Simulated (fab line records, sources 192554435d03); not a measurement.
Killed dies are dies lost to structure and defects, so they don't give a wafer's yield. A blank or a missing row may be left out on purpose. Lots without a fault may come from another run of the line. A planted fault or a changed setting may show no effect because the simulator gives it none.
A struck lot beside a sound one | flow n5_finfet | 29 steps out of a route of 1938
Sound: wafers L559.2, L559.3, L559.5. Struck: wafer L557.5. (L557.2, L557.4 of the same lot were not struck and are left out.) The cause comes at the end.
At each step with rows: each side's tool, then ch and its chambers, then its first start. Under that, the readings that differ: sound wafers | struck wafers | difference of the means | sigmas: that difference in standard deviations of wafers without a fault.
alike: readings whose means differ by less than 2 such deviations, and words and numbers that are the same on both sides. not compared: withheld readings, readings that some wafer has no value for, bounds like >300 that may hide the same value, and numbers for which the record gives no deviation and whose values overlap.
The two part at a step that has a row with sigmas, a row that says differs or no value, or rows on one side only. Numbers that don't overlap but have no deviation are shown without sigmas and don't part them. A reading that every wafer of one side lacks parts them only if that side has two wafers or more.

first, 11 steps without rows for these wafers: N5_BEOL_M3_SPUTTER_92 (material Cu, target thk 4.5 nm, time 8.29 s); N5_BEOL_M3_ANNEAL_93 (time 240 s); N5_BEOL_M3_SPUTTER_94 (material Cu, target thk 4.5 nm, time 8.29 s); N5_BEOL_M3_ANNEAL_95 (time 240 s); N5_BEOL_M3_SPUTTER_96 (material Cu, target thk 4.5 nm, time 8.29 s); N5_BEOL_M3_ECD_50 (material Cu, target thk 300 nm); N5_BEOL_M3_ANNEAL_51 (time 90 s); N5_BEOL_M3_CMP_52 (polishes, stops on SiOC, t overpolish 6.8 s, target thk 40 nm); N5_BEOL_M3_PRE_CLEAN_60 (time 15 s); N5_BEOL_M3_CO_CAP_55 (material Co, precursor CCTBA/H2, target thk 2 nm, time 102.1 s); N5_BEOL_M3_PRE_CLEAN_56 (time 15 s).
N5_BEOL_M3_DEP_57: deposits SiCN from 3MS/NH3, target thk 8 nm, time 14 s.
  sound on pecvd-04 ch 0,1,2, day 12 13:19; struck on pecvd-02 ch 2, day 12 07:29
  alike: chamber_pressure_Torr, showerhead_plenum_p_Torr, showerhead_vpp_V, throttle_valve_pct
N5_BEOL_M3_INSPECT_59: inspects for defects (darkfield).
  sound on defect_inspect-02, day 12 13:25; struck on defect_inspect-02, day 12 07:35
  reading          | sound     | struck | difference | sigmas
  raw_defect_count | 65 116 94 | 782    | +690       | +27
then, 12 steps without rows for these wafers: N5_BEOL_M4_ILD_DEP_00 (deposits SiOC from DEMS/O2, target thk 79 nm, time 15.3 s); N5_BEOL_M4_PECVD_72 (deposits SiO2 from TEOS/O2, target thk 16 nm, time 18 s); N5_BEOL_M4_HM_DEP_02 (deposits TiN, target thk 20 nm); N5_BEOL_M4_COAT_61 (time 60 s, resist thk 60 nm); N5_BEOL_M4_COAT_62 (time 60 s, resist thk 12 nm); N5_BEOL_M4_COAT_73 (time 60 s, resist thk 5 nm); N5_BEOL_M4_COAT_05 (resist thk 30 nm); N5_BEOL_M4_EBR_07; N5_BEOL_M4_SOFTBAKE_06 (time 60 s); N5_BEOL_M4_EXPOSE_08 (exposes mask M4); N5_BEOL_M4_PEB_09 (peb time 60 s); N5_BEOL_M4_DEVELOP_10 (develop time 30 s).
N5_BEOL_M4_INSPECT_13: inspects for defects (brightfield).
  sound on defect_inspect-02, day 12 16:40; struck on defect_inspect-02, day 12 08:37
  reading          | sound       | struck | difference | sigmas
  raw_defect_count | 582 575 359 | 1219   | +714       | +7
then, 1 step without rows for these wafers: N5_BEOL_M4_DESCUM_16 (chemistry O2, time 7 s).
N5_BEOL_M4_RC_MEAS_101:
  sound on prober-02 ch 0, day 13 04:00; struck on prober-02 ch 0, day 12 20:30
  reading        | sound             | struck | difference | sigmas
  DIBL_N (mV/V)  | 35.6 35.2 34.1    | 40.1   | +5.1       | +3
  DIBL_P (mV/V)  | 32.7 33.2 32.0    | 39.8   | +7.2       | +4
  IOFF_N (nA/um) | 0.127 0.122 0.109 | 0.233  | +0.114     | +4
  IOFF_P (nA/um) | 0.16 0.15 0.14    | 0.26   | +0.11      | +4
  SS_P (mV/dec)  | 73.0 73.0 71.8    | 74.7   | +2.1       | +3
  VT_N (mV)      | 254 256 257       | 246    | -10        | -3
  VT_P (mV)      | -257 -258 -258    | -249   | +9         | +3
  alike: ION_N, ION_P, SS_N
-- the record jumps here: 4 days lie between the struck wafers' starts before and after (it left off in module BEOL_M4 and takes up again in module PASSIVATION, whose first step shown is number 1936 of the route) --
N5_PASSIVATION_PROBE_49:
  sound on prober-02, day 17 10:05; struck on prober-02, day 17 07:34
  reading                  | sound          | struck | difference | sigmas
  defect_limited_yield (%) | 90.3 90.3 94.2 | 83.1   | -8.5       | -6
  killed_at_M0_to_M3       | 39 26 19       | 138    | +110       | +11
  killed_dies              | 114 114 69     | 199    | +100       | +6
  killed_on_rim            | 19 14 8        | 35     | +21        | +5
  sort_bin_5_function (%)  | 5.4 5.7 3.4    | 10.3   | +5.5       | +6
  sort_n_pass              | 1066 1066 1111 | 981    | -100       | -6
  sort_yield_pct (%)       | 90.3 90.3 94.2 | 83.1   | -8.5       | -6
  alike: killed_at_M4_up, killed_at_contacts, killed_at_front_end, killed_at_other, killed_open, killed_short, sort_bin_6_memory, sort_bin_8_speed

WHERE THEY PART
First at N5_BEOL_M3_INSPECT_59; last, within this record, at N5_PASSIVATION_PROBE_49.

WHY: what the simulator had put in
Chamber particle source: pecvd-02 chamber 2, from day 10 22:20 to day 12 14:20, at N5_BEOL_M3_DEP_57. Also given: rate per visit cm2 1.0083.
